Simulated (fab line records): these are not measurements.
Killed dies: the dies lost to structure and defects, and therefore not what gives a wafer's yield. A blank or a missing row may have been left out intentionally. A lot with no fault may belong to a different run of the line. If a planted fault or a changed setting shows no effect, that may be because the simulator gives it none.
fab line records	flow n5Finfet
[record] lots = 5	wafers = 15	lastDay = 14
route steps=1938 shown BEOL_M13@1674 PASSIVATION@1936
lots that met no fault: from a run of the same line without faults
startH: the number of hours between the record's first day and the start of the first shown wafer of the lot	waitH: hours from the lot's prior step to this one	" same as the row above	L1.1+2: a single row standing in for several wafers	- no value, or no start given	* or withheld: withheld	< > ~ a bound
route shown NAME@n: NAME is a module with steps in the file, n the number in the route of the first one	usual: average and standard deviation across the fault-free wafers	same: alike in all rows	chamber/n: place in a boat	sites: readings site by site	_std_site: their standard deviation	_edge_site: inner sites' mean taken away from outer sites' mean	radiusMm: for every site, how far away it sits from the centre of the wafer	mask NAME#n: copy n	behind: tool/chamber where the wafer was last shaped	hold: cause of the lot's hold/its duration in hours/its outcome	device: the n, p or np transistor that did not switch	end of line: the route-end tests of the same wafers	for a step that has no rows: nothing shown but its recipe	killed: count of dies lost to structure and defects at first sort (not the wafer's yield)	map: dies across one wafer; x = killed, . = not, _ = none there
set.NAME: setting as actually run; set.NAME@STEP: the setting as run at that earlier step	model.NAME: the simulator's own value behind a step, which no gauge read
lots at selected steps of the route; one table per step, one row per wafer
services: a tool's chamber out of use, with start hour (startH, from the record's first day; less than 0 if before it), hours out, and reason
[[steps]]
[step N5_BEOL_M13_VIA_ETCH_16]
[recipe] chemistry = C4F8/O2/Ar	target = SiOC	pressureMtorr = 30	sourceW = 3000	biasW = 700	Ar_flow_sccm = 400	C4F8_flow_sccm = 15	O2_flow_sccm = 8	heInnerTorr = 15	heOuterTorr = 30	targetDepthA = 9217	timeS = withheld	ionEnergyEv = 250	ends = cleared
[step N5_BEOL_M13_STRIP_63]
[recipe] chemistry = N2/H2	powerW = 1000	tempC = 250	h2Frac = 0.65	overashFraction = 0.3	pressureMtorr = 1000	n2FlowSccm = 1750	h2FlowSccm = 3250
[step N5_BEOL_M13_STRIP_64]
[recipe] chemistry = N2/H2	powerW = 1000	tempC = 250	h2Frac = 0.65	overashFraction = 0.3	pressureMtorr = withheld	n2FlowSccm = 1750	h2FlowSccm = 3250
[step N5_BEOL_M13_STRIP_71]
[recipe] chemistry = postEtchResidueRemover	timeS = 60	tempC = 25	removerPh = withheld	removerWaterWtPct = withheld	removerFluorideWtPct = withheld
[step N5_BEOL_M13_SRD_72]
[recipe] timeS = 30	tempC = 23	rinseLiquid = diw	dry = n2Spin	spinRpm = 1500	dryTimeS = 30
[step N5_BEOL_M13_COAT_65]
[recipe] resist = SOC	tempC = 250	timeS = 60	spinRpm = 1500	resistThkNm = 350
[step N5_BEOL_M13_COAT_66]
[recipe] resist = SiARC	tempC = 220	timeS = 60	spinRpm = 1500	resistThkNm = 110
[step N5_BEOL_M13_COAT_22]
[recipe] spinRpm = 2888	resistThkNm = 300
[step N5_BEOL_M13_EBR_24]
[recipe] solvent = PGMEA	ebrWidthMm = 1.5
[step N5_BEOL_M13_SOFTBAKE_23]
[recipe] tempC = 130	timeS = 60
[step N5_BEOL_M13_EXPOSE_25]
[recipe] maskId = M13	na = 0.93	sourceShape = conventional	sigmaOuter = 0.4	polarization = unpolarized	targetCdNm = 210	doseMj = 22
[step N5_BEOL_M13_PEB_26]
[recipe] pebTempC = 130	pebTimeS = 90
[usual] chillPlateTempC = 23.00/0.11	exhaustPa = 45.1/0.8	plateTempC = 130.01/0.12
lot.wafer	tool	chamber	startH	waitH	chillPlateTempC	exhaustPa	plateTempC
L781.1	lithoTrack-05	0	233.26	0.1	22.97	45.7	129.91
L781.3	"	0	"	"	23.11	45.6	129.80
L781.6	"	0	"	"	22.99	45.4	129.92
L784.2	lithoTrack-05	0	249.40	0.0	23.08	45.2	129.97
L784.4	"	0	"	"	23.25	44.9	130.04
L784.5	"	0	"	"	23.17	44.2	129.96
L786.3	lithoTrack-05	0	267.03	0.0	23.01	45.7	129.86
L786.5	"	0	"	"	23.01	44.7	130.03
L786.6	"	0	"	"	23.03	46.1	130.22
L787.4	lithoTrack-05	0	283.28	0.0	22.91	44.3	130.12
L787.5	"	0	"	"	23.15	44.8	130.04
L787.6	"	0	"	"	22.90	44.1	130.12
L788.3	lithoTrack-04	0	291.02	0.0	22.85	45.5	130.03
L788.4	"	0	"	"	22.82	47.0	130.07
L788.5	"	0	"	"	22.97	47.2	129.95
[step N5_BEOL_M13_DEVELOP_27]
[recipe] developTimeS = 45	rinseLiquid = diw	dry = airSpin	devTempC = 21
[step N5_BEOL_M13_HARDBAKE_32]
[recipe] tempC = 130	timeS = 120
[step N5_BEOL_M13_CD_MEAS_28]
[recipe] targetCdNm = 209.5	landingEnergyEv = 500	detector = seInlens
[usual] cdNm = 209.1/1.1
lot.wafer	tool	chamber	startH	waitH	cdNm
L781.1	cdSem-02	0	233.38	-	208.7
L781.3	"	0	"	"	210.6
L781.6	"	0	"	"	209.7
L784.2	cdSem-02	0	249.52	-	214.2
L784.4	"	0	"	"	214.5
L784.5	"	0	"	"	214.6
L786.3	cdSem-02	0	267.15	-	212.9
L786.5	"	0	"	"	212.4
L786.6	"	0	"	"	212.4
L787.4	cdSem-03	0	283.39	-	214.3
L787.5	"	0	"	"	214.8
L787.6	"	0	"	"	216.0
L788.3	cdSem-01	0	291.13	-	209.9
L788.4	"	0	"	"	209.9
L788.5	"	0	"	"	209.8
[step N5_BEOL_M13_DESCUM_33]
[recipe] chemistry = O2	timeS = 7.9	sourcePowerW = 50	biasPowerW = 20	pressureMtorr = 20	rfFrequencyHz = 2.712e+07	tempC = 40	o2FlowSccm = 225
[usual] drypumpMotorCurrentA = 5.7/0.52	o2FlowSccm = 225.0/0.64	oesProductAu = 0.78/0.087	rfVppV = 243.8/1.5	showerheadPlenumPTorr = 2.13/0.079	throttleValvePct = 20.44/0.26
[same] timeS = 7.9
lot.wafer	tool	chamber	startH	waitH	drypumpMotorCurrentA	o2FlowSccm	oesProductAu	rfHoursCounterH	rfVppV	showerheadPlenumPTorr	throttleValvePct	model.BEOL_M13.cdNm
L781.1	rieDiel-02	2	233.46	0.0	5.0	225.2	0.95	19	245.8	2.21	19.97	208.8
L781.3	"	3	"	"	5.5	225.6	0.74	168	244.3	2.16	20.56	210.6
L781.6	"	2	"	"	5.0	225.6	0.94	-	244.1	2.21	19.98	209.2
L784.2	rieDiel-02	2	249.60	0.0	5.0	225.9	0.93	23	245.0	2.21	19.98	213.8
L784.4	"	3	"	"	5.5	225.1	0.72	172	245.7	2.16	20.59	214.4
L784.5	"	1	"	"	5.6	225.5	0.93	-	245.7	2.23	20.65	214.4
L786.3	rieDiel-05	0	267.34	0.1	6.2	224.6	0.69	242	243.0	1.96	20.62	213
L786.5	"	0	"	"	6.1	225.3	0.70	-	239.8	1.96	20.61	212.8
L786.6	"	1	"	"	5.7	225.0	0.84	-	244.3	2.13	20.53	213
L787.4	rieDiel-06	2	283.48	0.0	5.9	224.4	0.90	17	241.9	2.05	20.34	214.2
L787.5	"	3	"	"	6.5	225.0	0.71	-	243.0	2.16	20.32	215
L787.6	"	2	"	"	5.9	225.1	0.90	-	242.9	2.05	20.31	216
L788.3	rieDiel-06	1	291.22	0.0	6.6	225.2	0.82	70	245.0	2.19	20.04	210
L788.4	"	0	"	"	5.1	224.7	0.70	-	242.1	1.98	20.42	210.2
L788.5	"	3	"	"	6.5	224.4	0.70	-	244.7	2.16	20.31	210
[step N5_BEOL_M13_ETCH_67]
[recipe] chemistry = CF4	target = SiARC	targetDepthA = 1430	timeS = 238.3	ionEnergyEv = 80	pressureMtorr = 40	sourceW = 545	biasW = 36	Ar_flow_sccm = 100	cf4FlowSccm = 100	ends = cleared
[step N5_BEOL_M13_ETCH_68]
[recipe] chemistry = N2/H2	target = SOC	maskMaterial = SiARC	sourceW = 3000	biasW = 350	tempC = 40	timeS = 355	ionEnergyEv = 200	pressureMtorr = 30	n2FlowSccm = 200	h2FlowSccm = 200
[step N5_BEOL_M13_STRIP_69]
[recipe] chemistry = N2/H2	tempC = 40	n2FlowSccm = 200	h2FlowSccm = 200	rfFrequencyHz = 6e+07
[step N5_BEOL_M13_TRENCH_ETCH_34]
[recipe] chemistry = C4F8/O2/Ar	target = SiOC	targetDepthA = 4134.7	maskMaterial = SOC	pressureMtorr = 30	sourceW = 3000	biasW = 700	Ar_flow_sccm = 400	C4F8_flow_sccm = 15	O2_flow_sccm = 8	heInnerTorr = 15	heOuterTorr = 30	timeS = 162.6	ionEnergyEv = 250
[step N5_BEOL_M13_STRIP_70]
[recipe] chemistry = C4F8/O2/Ar	resist = SiARC	rfFrequencyHz = 6e+07
[step N5_BEOL_M13_STRIP_37]
[recipe] chemistry = N2/H2	powerW = 1000	tempC = 250	h2Frac = 0.65	overashFraction = 0.3	pressureMtorr = withheld	n2FlowSccm = 1750	h2FlowSccm = 3250
[step N5_BEOL_M13_ETCH_38]
[recipe] chemistry = CF4/N2	target = SiCN	targetDepthA = 675	taperDeg = 2	timeS = 71.9	ionEnergyEv = 150	maskMaterial = SiO2	pressureMtorr = 40	sourceW = 430	biasW = 70	Ar_flow_sccm = 100	cf4FlowSccm = 60	n2FlowSccm = 60
[usual] drypumpMotorCurrentA = 5.6/0.51	oesProductAu = 0.78/0.09	rfVppV = 383.6/2	showerheadPlenumPTorr = 2.26/0.078	throttleValvePct = 15.50/0.24
[same] timeS = 71.9
lot.wafer	tool	chamber	startH	waitH	drypumpMotorCurrentA	oesProductAu	rfHoursCounterH	rfVppV	showerheadPlenumPTorr	throttleValvePct	model.BEOL_M13.cdNm
L781.1	rieDiel-02	1	236.68	-	5.6	0.97	17	385.3	2.33	15.47	210.2
L781.3	"	0	"	"	5.1	0.72	174	385.0	2.28	15.83	212
L781.6	"	3	"	"	5.5	0.73	-	384.1	2.29	15.70	212.4
L784.2	rieDiel-02	0	258.49	-	5.2	0.72	179	383.9	2.27	15.84	215.8
L784.4	"	1	"	"	5.6	0.96	23	386.0	2.33	15.49	215.4
L784.5	"	0	"	"	5.2	0.73	-	384.6	2.27	15.84	215.2
L786.3	rieDiel-06	1	268.85	-	6.6	0.82	63	385.8	2.32	15.14	212.6
L786.5	"	3	"	"	6.5	0.71	-	384.4	2.28	15.35	211.8
L786.6	"	0	"	"	5.1	0.72	-	379.2	2.09	15.51	212.2
L787.4	rieDiel-06	3	284.25	-	6.5	0.71	188	384.5	2.28	15.35	214.2
L787.5	"	2	"	"	5.9	0.92	-	381.6	2.16	15.33	214.8
L787.6	"	1	"	"	6.6	0.83	-	385.0	2.32	15.14	217.2
L788.3	rieDiel-06	1	292.28	-	6.6	0.83	70	386.9	2.32	15.14	210.4
L788.4	"	0	"	"	5.1	0.72	-	380.0	2.09	15.52	210
L788.5	"	1	"	"	6.6	0.82	-	385.1	2.32	15.14	210.8
[step N5_BEOL_M13_PRECLEAN_39]
[recipe] chemistry = residueRemover	timeS = 60	tempC = 40
[step N5_PASSIVATION_PROBE_49]
[usual] defectLimitedYield = 91.4/1.4	killed_at_M0_to_M3 = 31/10	killed_at_M4_up = 14/5.6	killedAtContacts = 13/6.3	killedAtFrontEnd = 39/10	killedAtOther = 4/3.1	killedDies = 101/16	killedOnRim = 13/3.9	killedOpen = 65/13	killedShort = 34/7.2	sort_bin_5_function = 5.1/0.88	sort_bin_6_memory = 3.2/0.66	sortNPass = 1079/16	sortYieldPct = 91.4/1.4
[same] grossDies = 1180	killedAtBackSide = 0	sort_bin_4_leakage[%] = 0	sort_bin_8_speed[%] = 0
lot.wafer	tool	chamber	startH	waitH	defectLimitedYield[%]	killed_at_M0_to_M3	killed_at_M4_up	killedAtContacts	killedAtFrontEnd	killedAtOther	killedDies	killedOnRim	killedOpen	killedShort	sort_bin_5_function[%]	sort_bin_6_memory[%]	sortNPass	sortYieldPct[%]
L781.1	prober-01	-	279.03	0.0	91.1	24	11	18	49	3	105	22	71	32	4.6	3.9	1075	91.1
L781.3	prober-01	-	279.13	0.1	89.8	53	10	7	43	7	120	24	72	42	5.9	3.4	1060	89.8
L781.6	prober-01	-	279.28	0.3	91.7	28	6	7	53	4	98	7	58	38	4.9	3.1	1082	91.7
L786.3	prober-01	-	294.90	0.1	93.5	30	11	4	27	5	77	6	46	31	3.7	2.7	1103	93.5
L786.5	prober-01	-	295.00	0.2	93.1	18	9	10	40	5	82	10	48	34	4.2	2.5	1098	93.1
L786.6	prober-01	-	295.05	0.3	93.3	21	12	9	35	2	79	8	54	25	4.5	2.1	1101	93.3
L787.4	prober-01	-	316.22	0.2	92.7	31	13	9	30	3	86	10	49	37	3.9	3.1	1094	92.7
L787.5	prober-01	-	316.27	0.2	89.2	61	17	16	30	4	128	15	86	42	5.6	4.7	1052	89.2
L787.6	prober-01	-	316.32	0.3	89.7	46	14	20	36	5	121	14	78	43	7.0	3.0	1059	89.7
// killed by level:class
L781.1 FIN_SAQP:geometricParticle:open=17 MOL_CONTACT_COAG:geometricParticle:open=13 BEOL_M3:geometricParticle:open=12 FIN_SAQP:geometricParticle:short=11 BEOL_M0_SAQP:geometricParticle:open=5 MOL_CONTACT_COAG:geometricParticle:short=5 STI_FIN_REVEAL:geometricParticle:open=4 STARTING-WAFER:geometricParticle:short=4
L781.3 FIN_SAQP:geometricParticle:open=15 BEOL_M3:geometricParticle:open=15 BEOL_M0_SAQP:geometricParticle:short=14 BEOL_M0_SAQP:geometricParticle:open=13 FIN_SAQP:geometricParticle:short=11 BEOL_M1:geometricParticle:open=7 MOL_CONTACT_COAG:geometricParticle:open=5 MIM_TOP:geometricParticle:short=4
L781.6 FIN_SAQP:geometricParticle:short=16 FIN_SAQP:geometricParticle:open=13 BEOL_M2:geometricParticle:open=10 BEOL_M3:geometricParticle:open=8 STI_FIN_REVEAL:geometricParticle:open=6 DUMMY_GATE:geometricParticle:open=5 MOL_CONTACT_COAG:geometricParticle:open=5 MIM_TOP:geometricParticle:short=3
L786.3 BEOL_M3:geometricParticle:open=11 FIN_SAQP:geometricParticle:short=9 BEOL_M0_SAQP:geometricParticle:open=8 BEOL_M8:geometricParticle:open=4 STI_FIN_REVEAL:geometricParticle:open=4 BEOL_M0_SAQP:geometricParticle:short=4 STARTING-WAFER:geometricParticle:short=3 DUMMY_GATE:geometricParticle:open=2
L786.5 FIN_SAQP:geometricParticle:short=14 FIN_SAQP:geometricParticle:open=13 MOL_CONTACT_COAG:geometricParticle:open=8 BEOL_M0_SAQP:geometricParticle:short=8 BEOL_M0_SAQP:geometricParticle:open=5 BEOL_M4:geometricParticle:open=4 STI_FIN_REVEAL:geometricParticle:open=3 STARTING-WAFER:geometricParticle:short=3
L786.6 FIN_SAQP:geometricParticle:open=10 GATE_CUT:geometricParticle:short=8 MOL_CONTACT_COAG:geometricParticle:open=8 BEOL_M0_SAQP:geometricParticle:short=6 BEOL_M0_SAQP:geometricParticle:open=5 FIN_SAQP:geometricParticle:short=4 BEOL_M5:geometricParticle:open=4 BEOL_M2:geometricParticle:open=4
L787.4 BEOL_M0_SAQP:geometricParticle:short=8 BEOL_M1:geometricParticle:open=8 STI_FIN_REVEAL:geometricParticle:open=7 FIN_SAQP:geometricParticle:short=6 BEOL_M3:geometricParticle:open=6 MOL_CONTACT_COAG:geometricParticle:open=5 BEOL_M8:geometricParticle:open=5 FIN_SAQP:geometricParticle:open=4
L787.5 BEOL_M0_SAQP:geometricParticle:open=20 MOL_CONTACT_COAG:geometricParticle:open=16 BEOL_M0_SAQP:geometricParticle:short=15 BEOL_M1:geometricParticle:open=12 BEOL_M4:geometricParticle:open=10 FIN_SAQP:geometricParticle:short=7 FIN_SAQP:geometricParticle:open=6 BEOL_M1:geometricParticle:short=3
L787.6 MOL_CONTACT_COAG:geometricParticle:open=17 BEOL_M0_SAQP:geometricParticle:short=14 BEOL_M0_SAQP:geometricParticle:open=11 STI_FIN_REVEAL:geometricParticle:open=10 BEOL_M3:geometricParticle:open=8 BEOL_M1:geometricParticle:open=6 FIN_SAQP:geometricParticle:open=5 STI_FIN_REVEAL:geometricParticle:short=5
[[services]]
tool	chamber	startH	hours	kind
rieDiel-02	2	209.65	5.9	repair
rieDiel-06	-	213.63	0.3	repair
lithoTrack-04	-	269.98	-	consumableReplace:filter
rieDiel-06	2	290.72	8.7	repair
[[key]]
[firstSign] step = N5_BEOL_M13_CD_MEAS_28	reading = cdNm	direction = up	sigmas = 4.6	usual = 209.1	struck = 214.0	through = controlLoop
effect none on later readings
[modelEffect] step = N5_BEOL_M13_DESCUM_33	value = BEOL_M13.cdNm	without = 208.6	struck = 214.1
[modelEffect] step = N5_BEOL_M13_ETCH_38	value = BEOL_M13.cdNm	without = 208.8	struck = 214.4
metAt N5_BEOL_M13_PEB_26
struckWafers L784.2,L784.4,L784.5,L786.3,L786.5,L786.6,L787.4,L787.5,L787.6
[loopTrim] step = N5_BEOL_M13_EXPOSE_25	setting = dose	lots = L786
onsetBetween 233.26 249.40
[earlierFault] kind = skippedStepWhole	tool = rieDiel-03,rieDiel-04	chamber = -	onsetH = 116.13	steps = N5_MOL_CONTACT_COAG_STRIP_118	scope = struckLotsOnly
[earlierFault] kind = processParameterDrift	tool = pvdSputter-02	chamber = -	onsetH = 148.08	steps = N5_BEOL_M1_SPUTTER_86	channel = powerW	offset = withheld	shape = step	actsIn = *
[fault] kind = processParameterDrift	tool = lithoTrack-05	chamber = -	onsetH = 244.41	steps = N5_BEOL_M13_PEB_26	channel = pebTimeS	offset = *	shape = step	actsIn = *	stated = *
// loopTrim: a control loop set the setting to another value than it would have without faults
